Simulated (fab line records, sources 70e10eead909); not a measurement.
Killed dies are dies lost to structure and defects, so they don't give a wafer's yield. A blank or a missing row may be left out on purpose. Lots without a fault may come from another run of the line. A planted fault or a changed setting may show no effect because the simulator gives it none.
A struck lot beside a sound one | flow nand_harc | 15 steps out of a route of 1302
Sound: wafers L708.2, L708.4, L708.6. Struck: wafer L725.3. (L725.1, L725.4 of the same lot were not struck and are left out.) The cause comes at the end.
At each step with rows: each side's tool, then ch and its chambers, then its first start. Under that, the readings that differ: sound wafers | struck wafers | difference of the means | sigmas: that difference in standard deviations of wafers without a fault.
alike: readings whose means differ by less than 2 such deviations, and words and numbers that are the same on both sides. not compared: withheld readings, readings that some wafer has no value for, bounds like >300 that may hide the same value, and numbers for which the record gives no deviation and whose values overlap.
The two part at a step that has a row with sigmas, a row that says differs or no value, or rows on one side only. Numbers that don't overlap but have no deviation are shown without sigmas and don't part them. A reading that every wafer of one side lacks parts them only if that side has two wafers or more.

first, 8 steps without rows for these wafers: NHARC_A_CONTACT_COAT_86 (time 75 s); NHARC_A_CONTACT_COAT_87 (time 65 s); NHARC_A_CONTACT_COAT_02 (resist thk 90 nm); NHARC_A_CONTACT_SOFTBAKE_03 (time 55 s); NHARC_A_CONTACT_EBR_04; NHARC_A_CONTACT_EXPOSE_05 (exposes mask A CC); NHARC_A_CONTACT_PEB_06 (peb time 65 s); NHARC_A_CONTACT_DEVELOP_07 (develop time 35 s).
NHARC_A_CONTACT_CD_MEAS_08: target cd 200 nm.
  sound on cd_sem-02 ch 0, day 23 21:53; struck on cd_sem-01 ch 0, day 31 12:25
  reading    | sound             | struck | difference | sigmas
  cd_nm (nm) | 199.7 199.0 199.7 | 201.4  | +1.9       | +4
NHARC_A_CONTACT_OVL_MEAS_09:
  sound on overlay-02, day 23 21:59; struck on overlay-01, day 31 12:30
  alike: overlay_x_nm, overlay_y_nm
NHARC_A_CONTACT_INSPECT_10:
  sound on defect_inspect-02, day 23 22:01; struck on defect_inspect-02, day 31 12:32
  alike: raw_defect_count
NHARC_A_CONTACT_DESCUM_13: chemistry O2, time 3 s.
  sound on rie_diel-01 ch 0,1,3, day 23 22:05; struck on rie_diel-01 ch 0, day 31 12:37
  alike: drypump_motor_current_A, oes_product_au, rf_vpp_V, showerhead_plenum_p_Torr, throttle_valve_pct
  not compared: rf_hours_counter_h
NHARC_A_CONTACT_ETCH_88: etches the open film in CF4, target depth 39 nm, time 65 s.
  sound on rie_diel-01 ch 0,1,3, day 23 22:11; struck on rie_diel-01 ch 0, day 31 12:42
  reading               | sound             | struck | difference | sigmas
  oes_product_au (a.u.) | 1.008 1.000 0.989 | 0.795  | -0.204     | -21
  alike: bias_w, cf4_flow_sccm, drypump_motor_current_A, rf_vpp_V, showerhead_plenum_p_Torr, throttle_valve_pct
  not compared: rf_hours_counter_h
NHARC_A_CONTACT_ETCH_89: etches the open film in N2/H2, target depth 260 nm, time 475.3 s.
  sound on rie_diel-01 ch 0,3; struck on rie_diel-01 ch 0
  reading               | sound             | struck | difference | sigmas
  oes_product_au (a.u.) | 0.999 0.990 1.000 | 1.022  | +0.026     | +3
  alike: bias_w, drypump_motor_current_A, rf_vpp_V, showerhead_plenum_p_Torr, throttle_valve_pct
  not compared: rf_hours_counter_h
-- the record jumps here: 2 days lie between the struck wafers' starts before and after (it left off in module A_CONTACT and takes up again in module END, whose first step shown is number 1302 of the route) --
NHARC_END_SORT_01:
  the record has rows for the struck wafers here (prober-02 ch 0, day 33 16:37) and none for the sound ones

WHERE THEY PART
First at NHARC_A_CONTACT_CD_MEAS_08; last, within this record, at NHARC_END_SORT_01.

WHY: what the simulator had put in
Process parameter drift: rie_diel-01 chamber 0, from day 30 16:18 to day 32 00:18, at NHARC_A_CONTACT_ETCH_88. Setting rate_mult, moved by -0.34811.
